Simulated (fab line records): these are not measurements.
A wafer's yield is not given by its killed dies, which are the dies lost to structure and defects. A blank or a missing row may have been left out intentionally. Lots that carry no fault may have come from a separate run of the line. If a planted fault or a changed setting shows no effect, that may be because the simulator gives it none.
fab line records ; flow nand-harc
[record] lots = 6; wafers = 18; last-day = 34
route steps=1302 shown P_CONTACT@236 P_M0@253 END@1302
lots that met no fault: taken from a fault-free run of the same line
start-h: hours from the record's opening day to when the first of the lot's shown wafers began ; wait-h: time in hours since the lot's previous step ; " unchanged from the row above ; L1.1+2: a single row standing in for several wafers ; - no value, or no start given ; * or withheld: withheld ; < > ~ a bound
route shown NAME@n: a module of which the file shows steps, and the number in the route of the first ; usual: the fault-free wafers' mean and standard deviation ; same: alike in all rows ; chamber/n: place in a boat ; sites: each site's reading ; _std_site: standard deviation across them ; _edge_site: inner sites' mean taken away from outer sites' mean ; radius-mm: how far each site lies from the wafer's centre ; mask NAME#n: copy n ; behind: the last tool/chamber to shape the wafer ; hold: reason for holding the lot/hours on hold/outcome of the hold ; device: the n, p or np transistor that did not switch ; end of line: tests run on the same wafers once the route is complete ; step lacking rows: just its recipe ; killed: dies lost to structure and defects at the first sort, not the wafer's yield ; map: a wafer's dies, x killed, . not, _ none there
set.NAME: setting as actually run; set.NAME@STEP: the setting as run at that earlier step ; model.NAME: the simulator's own value behind a step, which no gauge read
a table for each step, a row for each wafer; lots at some steps of the route
services: from which hour (start-h, from the record's first day; less than 0 if before it) a tool's chamber was out of use, for how many hours, and why
[[steps]]
[step NHARC_P_CONTACT_ETCH_35]
[recipe] target-depth-a = 390; over-etch-frac = 0.3; time-s = 65; ion-energy-ev = 80; cf4-flow-sccm = 150; ar-flow-sccm = 0; rf-w = 300; bias-w = 100; chemistry = CF4
[usual] drypump-motor-current-A = 6.0/0.41; oes-product-au = 1.000/0.014; rf-vpp-V = 151.4/1.1; showerhead-plenum-p-Torr = 1.78/0.061; throttle-valve-pct = 13.285/0.0088
lot.wafer;tool;chamber;start-h;wait-h;drypump-motor-current-A;oes-product-au;rf-hours-counter-h;rf-vpp-V;showerhead-plenum-p-Torr;throttle-valve-pct
L638.4;rie-diel-12;0;120.71;0.1;5.9;1.001;1.6;151.7;1.83;13.287
L638.3;rie-diel-12;2;120.71;0.1;5.7;1.023;1.1;150.8;1.76;13.288
L638.6;rie-diel-12;3;120.71;0.1;6.3;1.032;-;151.2;1.79;13.279
L640.1;rie-diel-12;0;137.09;0.1;5.9;1.005;2.7;152.3;1.82;13.286
L640.3;rie-diel-12;1;137.09;0.1;6.5;0.996;2.9;151.1;1.76;13.288
L640.4;rie-diel-12;1;137.09;0.1;6.5;0.986;-;151.2;1.76;13.267
L649.2;rie-diel-07;2;231.19;0.1;6.0;0.982;2.3;150.8;1.68;13.285
L649.4;rie-diel-07;3;231.19;0.1;5.7;0.983;2.5;150.9;1.80;13.303
L649.3;rie-diel-07;1;231.19;0.1;5.0;0.988;2.2;151.1;1.82;13.279
L652.2;rie-diel-12;3;264.15;0.1;6.3;1.015;7.5;151.9;1.79;13.278
L652.6;rie-diel-12;0;264.15;0.1;5.9;0.988;-;150.8;1.82;13.274
L652.5;rie-diel-12;1;264.15;0.1;6.5;0.993;-;150.9;1.76;13.288
L660.2;rie-diel-10;1;337.80;0.1;6.7;1.009;0.9;150.3;1.86;13.283
L660.4;rie-diel-10;2;337.80;0.1;5.5;1.019;1.8;150.1;1.68;13.301
L660.5;rie-diel-10;0;337.80;0.1;6.2;1.009;-;150.2;1.71;13.275
L661.1;rie-diel-07;2;353.02;0.1;6.1;0.998;1.0;152.1;1.67;13.290
L661.3;rie-diel-07;3;353.02;0.1;5.7;0.987;1.0;152.5;1.80;13.282
L661.4;rie-diel-07;2;353.02;0.1;6.1;1.001;-;149.0;1.67;13.283
[step NHARC_P_CONTACT_ETCH_36]
[recipe] target-depth-a = 2600; over-etch-frac = 0.25; time-s = 406.25; ion-energy-ev = 200; n2-flow-sccm = 150; h2-flow-sccm = 150; ar-flow-sccm = 0; rf-w = 400; bias-w = 150; chemistry = N2/H2
[step NHARC_P_CONTACT_ETCH_18]
[recipe] target-depth-a = 4810; time-s = 240.5; c4f8-flow-sccm = 20; o2-flow-sccm = 10; ar-flow-sccm = withheld; rf-w = 600; bias-w = 1500; chemistry = C4F8/O2/Ar
[step NHARC_P_CONTACT_STRIP_37]
[recipe] c4f8-flow-sccm = withheld; o2-flow-sccm = 8; ar-flow-sccm = withheld; bias-w = 0; chemistry = C4F8/O2/Ar
[step NHARC_P_CONTACT_ETCH_31]
[recipe] target-depth-a = 300; time-s = 85.7; ion-energy-ev = 120; over-etch-frac = 1; ch3f-flow-sccm = 50; o2-flow-sccm = 30; ar-flow-sccm = 200; rf-w = 500; bias-w = 100; chemistry = CH3F/O2
[step NHARC_P_CONTACT_CD_MEAS_19]
[usual] cd-nm = 90.7/2.1
lot.wafer;tool;chamber;start-h;wait-h;cd-nm
L638.3;cd-sem-02;-;121.52;-;91.3
L638.4;cd-sem-02;-;121.52;-;88.5
L638.6;cd-sem-02;-;121.52;-;90.9
L640.1;cd-sem-02;-;138.01;-;89.4
L640.3;cd-sem-02;-;138.01;-;92.4
L640.4;cd-sem-02;-;138.01;-;90.9
L649.2;cd-sem-02;-;231.98;-;86.8
L649.3;cd-sem-02;-;231.98;-;92.8
L649.4;cd-sem-02;-;231.98;-;86.0
L652.2;cd-sem-02;-;264.91;-;87.2
L652.5;cd-sem-02;-;264.91;-;94.4
L652.6;cd-sem-02;-;264.91;-;89.1
L660.2;cd-sem-03;-;338.58;-;88.6
L660.4;cd-sem-03;-;338.58;-;93.0
L660.5;cd-sem-03;-;338.58;-;89.4
L661.1;cd-sem-01;-;353.93;-;89.7
L661.3;cd-sem-01;-;353.93;-;91.4
L661.4;cd-sem-01;-;353.93;-;91.4
[step NHARC_P_CONTACT_STRIP_28]
[recipe] o2-flow-sccm = 500; ar-flow-sccm = 0; bias-w = 0; chemistry = O2
[step NHARC_P_CONTACT_STRIP_29]
[recipe] time-s = 1200; temp-c = 72.5; chemistry = post-etch-residue-remover
[step NHARC_P_CONTACT_DEGAS_38]
[recipe] temp-c = 300; time-s = 60
[step NHARC_P_CONTACT_PRE_CLEAN_39]
[recipe] time-s = 19.5; bias-v = 250; gas = Ar
[step NHARC_P_CONTACT_PVD_32]
[recipe] target-thk-a = 50; chamber-pressure-pa = 5; power-w = 5000; substrate-temp-c = 200; time-s = 17.7; material = Ti
[step NHARC_P_CONTACT_ALD_22]
[recipe] target-thk-a = 30; pulse-time-s = 1; ald-cycles = 150; temp-c = 450; material = TiN
[step NHARC_P_CONTACT_CVD_23]
[recipe] target-thk-a = 2000; temp-c = 300; pressure-torr = 40; wf6-flow-sccm = 40; h2-flow-sccm = 1600; ar-flow-sccm = 1560; time-s = 557; material = W
[usual] heater-power-outer-w = 270/21; heater-power-w = 469/27; throttle-valve-pct = 8.05/0.23
lot.wafer;tool;chamber;start-h;wait-h;heater-power-outer-w;heater-power-w;throttle-valve-pct
L638.4;cvd-w-02;0;122.86;-;269;478;7.96
L638.3;cvd-w-02;1;122.86;-;298;495;7.91
L638.6;cvd-w-02;1;122.86;-;296;493;8.13
L640.1;cvd-w-01;1;139.26;-;256;438;7.97
L640.3;cvd-w-01;0;139.26;-;225;414;7.84
L640.4;cvd-w-01;1;139.26;-;256;450;8.24
L649.2;cvd-w-01;1;233.14;-;282;458;8.11
L649.4;cvd-w-01;1;233.14;-;279;478;8.02
L649.3;cvd-w-01;0;233.14;-;244;444;7.63
L652.2;cvd-w-01;0;266.11;-;239;428;7.64
L652.6;cvd-w-01;0;266.11;-;240;435;7.83
L652.5;cvd-w-01;1;266.11;-;273;472;7.69
L660.2;cvd-w-01;0;339.86;-;242;446;8.05
L660.4;cvd-w-01;1;339.86;-;273;473;8.06
L660.5;cvd-w-01;1;339.86;-;275;479;7.84
L661.1;cvd-w-01;0;355.09;-;248;437;7.85
L661.3;cvd-w-01;0;355.09;-;252;424;7.90
L661.4;cvd-w-01;1;355.09;-;278;473;7.88
[step NHARC_P_CONTACT_CMP_24]
[recipe] t-overpolish-s = 30; target-thk-nm = 200
[step NHARC_P_CONTACT_SRD_26]
[step NHARC_P_M0_DEP_00]
[recipe] target-thk-a = 1500; target-thk-nm = 150; temp-c = withheld; pressure-torr = 5; flow-sccm = 200; rf-w = 600; material = SiOC
[step NHARC_P_M0_DEHYDRATE_01]
[recipe] temp-c = 150; time-s = 120
[step NHARC_P_M0_HMDS_02]
[recipe] time-s = 30
[step NHARC_P_M0_COAT_33]
[recipe] temp-c = 200; time-s = 65
[step NHARC_P_M0_COAT_03]
[recipe] spin-rpm = 1500; resist-thk-nm = 90
[step NHARC_P_M0_SOFTBAKE_04]
[recipe] temp-c = 105; time-s = 55
[step NHARC_P_M0_EBR_05]
[step NHARC_P_M0_EXPOSE_06]
[recipe] na = 1.35; target-cd-nm = 90; dose-mj = 81.28; mask-id = P_M0
[step NHARC_P_M0_PEB_07]
[recipe] peb-temp-c = 100; peb-time-s = 65
[step NHARC_P_M0_DEVELOP_08]
[recipe] develop-time-s = 35; dev-temp-c = 23
[step NHARC_P_M0_CD_MEAS_09]
[recipe] target-cd-nm = 90; landing-energy-ev = 500
[usual] cd-nm = 90.0/0.59
lot.wafer;tool;chamber;start-h;wait-h;cd-nm
L638.3;cd-sem-02;0;124.67;-;90.9
L638.4;cd-sem-02;0;124.67;-;91.0
L638.6;cd-sem-02;0;124.67;-;89.9
L640.1;cd-sem-03;0;141.13;-;89.7
L640.3;cd-sem-03;0;141.13;-;90.7
L640.4;cd-sem-03;0;141.13;-;89.8
L649.2;cd-sem-02;0;235.09;-;89.6
L649.3;cd-sem-02;0;235.09;-;89.9
L649.4;cd-sem-02;0;235.09;-;90.3
L652.2;cd-sem-01;0;268.07;-;89.9
L652.5;cd-sem-01;0;268.07;-;90.1
L652.6;cd-sem-01;0;268.07;-;89.5
L660.2;cd-sem-02;0;341.74;-;89.9
L660.4;cd-sem-02;0;341.74;-;89.5
L660.5;cd-sem-02;0;341.74;-;89.3
L661.1;cd-sem-03;0;357.60;-;89.7
L661.3;cd-sem-03;0;357.60;-;90.4
L661.4;cd-sem-03;0;357.60;-;90.2
[step NHARC_P_M0_OVL_MEAS_10]
[recipe] pitch-nm = 180
[usual] overlay-x-nm = -0.3/0.87; overlay-y-nm = 0.0/0.8
lot.wafer;tool;chamber;start-h;wait-h;overlay-x-nm;overlay-y-nm
L638.3;overlay-02;-;124.75;-;-0.7;0.8
L638.4;overlay-02;-;124.75;-;-1.6;0.5
L638.6;overlay-02;-;124.75;-;-0.6;0.6
L640.1;overlay-02;-;141.22;-;-1.8;-0.8
L640.3;overlay-02;-;141.22;-;-1.2;0.2
L640.4;overlay-02;-;141.22;-;-1.4;-0.4
L649.2;overlay-02;-;235.18;-;0.5;-0.9
L649.3;overlay-02;-;235.18;-;0.7;-0.7
L649.4;overlay-02;-;235.18;-;0.4;-0.8
L652.2;overlay-01;-;268.16;-;-1.7;-0.5
L652.5;overlay-01;-;268.16;-;-2.6;0.2
L652.6;overlay-01;-;268.16;-;-2.1;0.2
L660.2;overlay-02;-;341.83;-;0.2;-0.1
L660.4;overlay-02;-;341.83;-;0.8;-1.0
L660.5;overlay-02;-;341.83;-;0.2;-0.3
L661.1;overlay-01;-;357.69;-;0.9;0.7
L661.3;overlay-01;-;357.69;-;1.1;0.4
L661.4;overlay-01;-;357.69;-;0.7;0.5
[step NHARC_P_M0_DESCUM_14]
[recipe] time-s = 3; o2-flow-sccm = 200; ar-flow-sccm = 0; bias-power-w = 0; chemistry = O2
[usual] drypump-motor-current-A = 5.6/0.31; oes-product-au = 0.994/0.013; rf-vpp-V = 57.8/0.87; showerhead-plenum-p-Torr = 1.93/0.08; throttle-valve-pct = 11.311/0.0089
lot.wafer;tool;chamber;start-h;wait-h;drypump-motor-current-A;oes-product-au;rf-hours-counter-h;rf-vpp-V;showerhead-plenum-p-Torr;throttle-valve-pct
L638.4;rie-diel-06;3;124.85;0.1;5.6;1.001;26;56.8;1.83;11.306
L638.3;rie-diel-06;0;124.85;0.1;5.9;1.010;27;58.7;1.96;11.314
L638.6;rie-diel-06;0;124.85;0.1;5.9;0.999;-;58.1;1.96;11.327
L640.1;rie-diel-06;3;141.32;0.1;5.6;0.988;0;57.6;1.83;11.320
L640.3;rie-diel-06;0;141.32;0.1;5.9;0.999;0;59.6;1.96;11.320
L640.4;rie-diel-06;1;141.32;0.1;5.4;1.001;0;58.5;1.90;11.301
L649.2;rie-diel-13;3;235.27;0.1;5.2;1.019;23;57.5;2.01;11.310
L649.3;rie-diel-13;0;235.27;0.1;6.3;1.003;23;57.5;1.80;11.313
L649.4;rie-diel-13;1;235.27;0.1;6.1;1.021;18;56.1;2.05;11.320
L652.2;rie-diel-06;0;268.26;0.1;5.9;0.990;21;57.5;1.96;11.314
L652.5;rie-diel-06;3;268.26;0.1;5.6;0.973;-;57.0;1.82;11.307
L652.6;rie-diel-06;0;268.26;0.1;5.9;0.992;-;57.3;1.96;11.324
L660.4;rie-diel-06;0;341.93;0.1;5.9;0.979;4;57.9;1.95;11.309
L660.2;rie-diel-06;1;341.93;0.1;5.4;0.995;4;57.2;1.89;11.319
L660.5;rie-diel-06;3;341.93;0.1;5.6;0.985;-;57.6;1.82;11.304
L661.4;rie-diel-13;2;357.78;0.1;5.5;0.987;1;58.0;2.04;11.294
L661.3;rie-diel-13;0;357.78;0.1;6.3;0.999;2;58.5;1.79;11.309
L661.1;rie-diel-13;1;357.78;0.1;6.2;1.009;2;57.1;2.04;11.317
[step NHARC_P_M0_ETCH_34]
[recipe] target-depth-a = 400; overetch-a = 120; time-s = 43.94; ion-energy-ev = 200; n2-flow-sccm = 150; h2-flow-sccm = 150; ar-flow-sccm = 0; rf-w = 400; bias-w = 150; chemistry = N2/H2
[step NHARC_P_M0_ETCH_15]
[recipe] target-depth-a = 1500; overetch-a = 150; time-s = 82.5; c4f8-flow-sccm = withheld; ar-flow-sccm = 400; rf-w = 600; bias-w = 300; chemistry = C4F8/Ar
[step NHARC_P_M0_CD_MEAS_16]
[usual] cd-nm = 90.1/0.94
lot.wafer;tool;chamber;start-h;wait-h;cd-nm
L638.3;cd-sem-03;-;125.15;-;89.9
L638.4;cd-sem-03;-;125.15;-;91.3
L638.6;cd-sem-03;-;125.15;-;89.0
L640.1;cd-sem-03;-;141.62;-;91.3
L640.3;cd-sem-03;-;141.62;-;91.0
L640.4;cd-sem-03;-;141.62;-;90.2
L649.2;cd-sem-02;-;235.58;-;88.9
L649.3;cd-sem-02;-;235.58;-;89.5
L649.4;cd-sem-02;-;235.58;-;89.9
L652.2;cd-sem-01;-;268.56;-;90.9
L652.5;cd-sem-01;-;268.56;-;91.1
L652.6;cd-sem-01;-;268.56;-;89.7
L660.2;cd-sem-02;-;342.27;-;88.6
L660.4;cd-sem-02;-;342.27;-;89.8
L660.5;cd-sem-02;-;342.27;-;87.8
L661.1;cd-sem-02;-;358.08;-;89.0
L661.3;cd-sem-02;-;358.08;-;89.7
L661.4;cd-sem-02;-;358.08;-;91.0
[step NHARC_P_M0_STRIP_18]
[recipe] power-w = 1000; n2-flow-sccm = 150; h2-flow-sccm = 150; ar-flow-sccm = 0; bias-w = 0; chemistry = N2/H2
[step NHARC_P_M0_STRIP_19]
[recipe] time-s = 600; temp-c = 30; chemistry = post-etch-residue-remover
[step NHARC_P_M0_DEGAS_28]
[recipe] temp-c = 250; time-s = 60
[usual] heater-power-w = 332/38
lot.wafer;tool;chamber;start-h;wait-h;heater-power-w
L638.4;pvd-sputter-03;-;125.78;-;314
L638.3;pvd-sputter-03;-;125.78;-;299
L638.6;pvd-sputter-03;-;125.78;-;328
L640.4;pvd-sputter-01;-;142.24;-;325
L640.3;pvd-sputter-01;-;142.24;-;322
L640.1;pvd-sputter-01;-;142.24;-;335
L649.3;pvd-sputter-03;-;236.19;-;291
L649.2;pvd-sputter-03;-;236.19;-;296
L649.4;pvd-sputter-03;-;236.19;-;307
L652.2;pvd-sputter-01;-;269.19;-;317
L652.5;pvd-sputter-01;-;269.19;-;415
L652.6;pvd-sputter-01;-;269.19;-;315
L660.2;pvd-sputter-01;-;342.89;-;315
L660.4;pvd-sputter-01;-;342.89;-;322
L660.5;pvd-sputter-01;-;342.89;-;314
L661.4;pvd-sputter-01;-;358.70;-;353
L661.1;pvd-sputter-01;-;358.70;-;310
L661.3;pvd-sputter-01;-;358.70;-;323
[step NHARC_P_M0_PRE_CLEAN_29]
[recipe] time-s = 30; temp-c = 280; gas = H2/He
[step NHARC_P_M0_PVD_20]
[recipe] target-thk-a = 50; bias-v = 168.6; power-w = 15000; chamber-pressure-pa = 0.12; time-s = 8.06; substrate-temp-c = 50; material = TaN
[usual] throttle-valve-pct = 29.2/1.2
lot.wafer;tool;chamber;start-h;wait-h;throttle-valve-pct
L638.4;pvd-sputter-03;-;-;-;28.4
L638.3;pvd-sputter-03;-;-;-;30.2
L638.6;pvd-sputter-03;-;-;-;28.4
L640.3;pvd-sputter-01;-;-;-;30.0
L640.4;pvd-sputter-01;-;-;-;27.5
L640.1;pvd-sputter-01;-;-;-;27.2
L649.3;pvd-sputter-03;-;-;-;30.3
L649.2;pvd-sputter-03;-;-;-;30.4
L649.4;pvd-sputter-03;-;-;-;30.0
L652.2;pvd-sputter-01;-;-;-;30.2
L652.5;pvd-sputter-01;-;-;-;30.3
L652.6;pvd-sputter-01;-;-;-;28.0
L660.4;pvd-sputter-01;-;-;-;26.9
L660.2;pvd-sputter-01;-;-;-;30.4
L660.5;pvd-sputter-01;-;-;-;27.1
L661.1;pvd-sputter-01;-;-;-;27.1
L661.4;pvd-sputter-01;-;-;-;29.3
L661.3;pvd-sputter-01;-;-;-;30.1
[step NHARC_P_M0_PVD_21]
[recipe] target-thk-a = 300; chamber-pressure-pa = 5; power-w = 5000; substrate-temp-c = 30; time-s = 20.49; material = Cu
[usual] throttle-valve-pct = 29.2/1.1
lot.wafer;tool;chamber;start-h;wait-h;throttle-valve-pct
L638.4;pvd-sputter-03;-;-;-;29.7
L638.3;pvd-sputter-03;-;-;-;28.6
L638.6;pvd-sputter-03;-;-;-;29.6
L640.4;pvd-sputter-01;-;-;-;27.1
L640.3;pvd-sputter-01;-;-;-;29.9
L640.1;pvd-sputter-01;-;-;-;30.3
L649.2;pvd-sputter-03;-;-;-;30.6
L649.4;pvd-sputter-03;-;-;-;28.8
L649.3;pvd-sputter-03;-;-;-;29.8
L652.2;pvd-sputter-01;-;-;-;29.4
L652.5;pvd-sputter-01;-;-;-;27.8
L652.6;pvd-sputter-01;-;-;-;27.2
L660.4;pvd-sputter-01;-;-;-;29.0
L660.2;pvd-sputter-01;-;-;-;30.1
L660.5;pvd-sputter-01;-;-;-;29.2
L661.1;pvd-sputter-01;-;-;-;29.1
L661.3;pvd-sputter-01;-;-;-;27.8
L661.4;pvd-sputter-01;-;-;-;27.1
[step NHARC_P_M0_ECD_22]
[recipe] target-thk-a = 4000; bath-temp-c = 25; material = Cu
[step NHARC_P_M0_ANNEAL_30]
[recipe] temp-c = 225; time-s = 90
[step NHARC_END_SORT_01]
[recipe] temp-c = 25
[usual] killed-at-array = 58/19; killed-at-other = 1.1/1.2; killed-at-periphery = 3.8/2.4; killed-dies = 63/18; killed-open = 3.3/1.8; killed-short = 2.2/1.6
[same] gross-dies = 677
lot.wafer;tool;chamber;start-h;wait-h;killed-at-array;killed-at-other;killed-at-periphery;killed-dies;killed-open;killed-short
L640.1;prober-01;0;577.64;2.5;47;0;7;54;5;0
L640.3;prober-01;0;579.23;3.1;44;3;9;56;4;1
L640.4;prober-01;0;580.02;3.4;38;1;10;49;1;4
L649.3;prober-02;0;677.98;3.1;80;2;37;119;1;0
L652.2;prober-01;0;697.05;2.8;77;1;43;121;2;2
L652.6;prober-01;0;700.22;4.0;60;3;43;106;3;1
// killed by level:class
L640.1 A_SLIT:chamber-film-flake=34 A_CHANNEL_HOLE_D2:chamber-film-flake=5 P_GATE:chamber-film-flake=4 A_CHANNEL_HOLE_D1:chamber-film-flake=3 P_M0:chamber-film-flake=2 P_CONTACT:geometric-particle:open=1 A_ONON_D2:geometric-particle:open=1 A_CHANNEL_FILL_D2:geometric-particle:open=1
L640.3 A_SLIT:chamber-film-flake=25 A_CHANNEL_HOLE_D2:chamber-film-flake=5 P_M0:chamber-film-flake=4 A_STAIRCASE:chamber-film-flake=4 P_GATE:chamber-film-flake=3 THIN_TSV:chamber-film-flake=3 A_CHANNEL_HOLE_D1:chamber-film-flake=2 A_CONTACT:chamber-film-flake=2
L640.4 A_SLIT:chamber-film-flake=24 A_CHANNEL_HOLE_D2:chamber-film-flake=5 P_GATE:chamber-film-flake=4 P_ZERO_WELL:chamber-film-flake=3 A_CONTACT:chamber-film-flake=3 P_GATE:geometric-particle:open=1 P_CONTACT:geometric-particle:short=1 A_ONON_D1:geometric-particle:short=1
L649.3 P_CONTACT:unspecified=37 A_SLIT:chamber-film-flake=29 A_CHANNEL_HOLE_D1:chamber-film-flake=28 A_CHANNEL_HOLE_D2:chamber-film-flake=12 A_ZERO_WELL:chamber-film-flake=4 A_CONTACT:chamber-film-flake=3 THIN_TSV:chamber-film-flake=2 A_CHANNEL_HOLE_D2:geometric-particle:open=1
L652.2 P_CONTACT:unspecified=42 A_SLIT:chamber-film-flake=34 A_CHANNEL_HOLE_D2:chamber-film-flake=21 A_CHANNEL_HOLE_D1:chamber-film-flake=6 A_CONTACT:chamber-film-flake=6 A_WL_FILL:chamber-film-flake=3 A_STAIRCASE:chamber-film-flake=2 P_STI:geometric-particle:open=1
L652.6 P_CONTACT:unspecified=41 A_SLIT:chamber-film-flake=31 A_CHANNEL_HOLE_D2:chamber-film-flake=16 A_CHANNEL_HOLE_D1:chamber-film-flake=3 A_STAIRCASE:chamber-film-flake=3 A_CONTACT:chamber-film-flake=3 THIN_TSV:chamber-film-flake=3 P_M0:geometric-particle:open=1
// map L649.3 (x killed, . not)
____________.____________
_________......._________
_______..........._______
______.x...........______
_____.xx..x........._____
____.x.x......x.x....____
____.xx.x.x..........____
___...xxx..x..........___
___.x.xxx.............___
__....x.x.x............__
__....x.xxx............__
_......x.x.x............_
_.......xxxx............_
_....x.xxxxxx..........._
_........xxx..x........._
_.....x.xxxxx..........._
.......xxxxx.............
.......x.xx.xx.....x.....
.......x.xxx.....x.......
........x.xx.............
..........xx.............
_........x.............._
_......................._
_......................._
_......................._
_xx....................._
__.....................__
__...............x.....__
___............x.x....___
___.x..........xxx....___
____........xxx.x.x..____
____......x..xxxxxx..____
_____.........xxxxxx_____
______.....xxxxxxxx______
_______x....xxxxxx_______
_________....xxx_________
____________x____________
// map L652.2 (x killed, . not)
____________.____________
_________......._________
_______.........x._______
______........x....______
_____...x.xxxx......_____
____........xxxx.....____
____.......xxxxx.....____
___xx.....xxxxx.x.....___
___........x.x.x......___
__.....x.....x....x....__
__x..x..x.x....x.......__
_...x..................._
_.......xx......x......._
_.....xxxxx............._
_.x.....xxxx............_
_.....x.xxxx.........x.._
.......x.xx..............
.......xxxxx.............
.......x.x.x.............
.........xx.x.x..........
.........xxx......x......
_......................._
_...........x..........._
_....x.................._
_......................._
_.........x............._
__...............x.....__
__......x.......x......__
___...........xx......___
___...........xxx.....___
____...........xxxxx.____
____..........xxxxx..____
_____.......xxxxxxxx_____
______......xxxxxxx______
_______....xxxxxxx_______
_________...xxxx_________
____________.____________
[[services]]
tool;chamber;start-h;hours;kind
rie-diel-06;1;99.32;9.7;repair
pvd-sputter-01;-;101.25;4.7;repair
rie-diel-13;3;111.55;14.8;repair
rie-diel-06;-;130.20;9.0;pm
rie-diel-12;3;134.20;29.8;repair
pvd-sputter-01;-;144.54;1.9;repair
rie-diel-06;2;157.15;7.4;repair
rie-diel-12;2;165.69;20.1;repair
pvd-sputter-03;-;170.00;10.0;pm
pvd-sputter-03;-;182.46;2.2;repair
cvd-w-01;-;185.54;13.0;pm
pvd-sputter-01;-;192.34;3.2;repair
pvd-sputter-03;-;214.92;15.2;repair
rie-diel-12;-;218.04;0.4;repair
pvd-sputter-01;-;226.00;10.0;pm
rie-diel-12;0;227.54;5.6;repair
rie-diel-06;0;251.14;10.7;repair
rie-diel-12;-;268.40;9.0;pm
rie-diel-12;2;293.96;1.9;repair
rie-diel-06;-;307.20;9.0;pm
pvd-sputter-01;-;321.62;2.4;repair
rie-diel-12;3;335.88;17.3;repair
pvd-sputter-03;-;344.39;3.8;repair
rie-diel-06;-;353.74;0.5;repair
[[key]]
[first-sign] step = NHARC_END_SORT_01; reading = killed-at-periphery; direction = up; sigmas = 15; usual = 3.8; struck = 41
[effect] step = NHARC_END_SORT_01; reading = killed-dies; direction = up; sigmas = 2.8; usual = 63; struck = 115
[more-kills-born-at] NHARC_P_CONTACT_CVD_23@cvd-w-01 = 120
met-at NHARC_P_CONTACT_CVD_23
struck-wafers L649.3,L652.2,L652.6
tester-left-out L649,L652
[loop-trim] step = NHARC_P_CONTACT_EXPOSE_09; setting = dose; lots = L652
onset-between 139.26 233.14
[fault] kind = chamber-particle-source; tool = cvd-w-01; chamber = 0; onset-h = 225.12; steps = NHARC_P_CONTACT_CVD_23; rate-per-visit-cm2 = 0.43761; end-h = 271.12
// tester-left-out: of these lots the tester's yield and bins aren't shown, on N5 and GAA mostly nor the transistor test; their killed dies are dies lost to structure and defects alone, not to doping, threshold or leakage, so they don't give the yield
// loop-trim: a control loop set the setting to another value than it would have without faults
